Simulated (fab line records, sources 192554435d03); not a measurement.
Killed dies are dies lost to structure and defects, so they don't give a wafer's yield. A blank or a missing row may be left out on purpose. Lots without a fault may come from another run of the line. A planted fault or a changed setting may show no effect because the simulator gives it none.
Chamber matching | flow n5_finfet | N5_BEOL_M8_CMP_52 on cmp-01: 4 sister chambers
The step polishes, stops on SiCOH lowk, t overpolish 6.9 s, target thk 80 nm. 16 wafers are shown with their chamber, then 8 later ones without.

WAFERS WITH THEIR CHAMBER
wafer  | chamber | motor_current_A (A) | time_to_endpoint_s (s) | barrier_field_endpoint_s (s)
L076.3 | 0       | 5.91                | 64                     | 29.4
L076.4 | 3       | 5.62                | 59                     | 28.6
L076.5 | 1       | 6.26                | 59                     | 28.0
L079.2 | 2       | 6.05                | 63                     | 28.3
L079.4 | 3       | 5.29                | 58                     | 27.8
L079.6 | 0       | 5.83                | 62                     | 28.2
L081.4 | 2       | 6.04                | 67                     | 30.2
L081.5 | 3       | 5.73                | 61                     | 28.6
L081.6 | 2       | 6.06                | 67                     | 30.7
L085.2 | 3       | 5.29                | 64                     | 29.4
L085.3 | 0       | 6.04                | 70                     | 28.9
L085.6 | 2       | 5.96                | 69                     | 30.4
L086.2 | 0       | 5.98                | 63                     | 28.7
L086.3 | 1       | 6.44                | 63                     | 28.7
L086.6 | 1       | 6.00                | 60                     | 29.4
L087.2 | 2       | 5.85                | 67                     | 30.4

SIGNATURES (means of the wafers above)
reading                  | chamber 0 | chamber 1 | chamber 2 | chamber 3 | scatter within a chamber
motor_current_A          | 5.9400    | 6.2333    | 5.9920    | 5.4825    | 0.16
time_to_endpoint_s       | 64.75     | 60.67     | 66.60     | 60.50     | 2.7
barrier_field_endpoint_s | 28.800    | 28.700    | 30.000    | 28.600    | 0.749
Rule: a wafer's distance from a chamber is the root of the sum, over the readings, of the square of ((its reading less the chamber's mean) divided by the reading's scatter). The wafer belongs to the nearest chamber; if the next one is less than 2 further off, it can't be placed. The scatter: the root of (the sum of the squares of (reading less its chamber's mean) over the shown wafers, divided by (wafers less chambers)).

WAFERS WITHOUT THEIR CHAMBER
wafer  | motor_current_A (A) | time_to_endpoint_s (s) | barrier_field_endpoint_s (s)
L087.4 | 6.54                | 62                     | 28.1
L087.6 | 6.43                | 68                     | 29.7
L090.2 | 6.09                | 67                     | 28.6
L090.4 | 6.02                | 61                     | 28.2
L090.6 | 5.93                | 62                     | 27.9
L093.4 | 5.92                | 65                     | 28.9
L093.5 | 5.28                | 61                     | 27.8
L093.6 | 5.99                | 65                     | 29.3

WHICH CHAMBER EACH WENT THROUGH
wafer  | from the rows above               | in truth
L087.4 | can't be placed: 1 or 0           | 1
L087.6 | can't be placed: 2 or 1 or 0      | 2
L090.2 | can't be placed: 0 or 2 or 1      | 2
L090.4 | can't be placed: 1 or 0 or 2 or 3 | 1
L090.6 | can't be placed: 0 or 1 or 3 or 2 | 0
L093.4 | can't be placed: 0 or 2           | 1
L093.5 | 3                                 | 3
L093.6 | can't be placed: 0 or 2 or 1      | 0
Placed correctly: 1 of 8. Can't be placed from these rows: 7 (the true chamber is among the candidates in 6). Placed wrongly: 0.
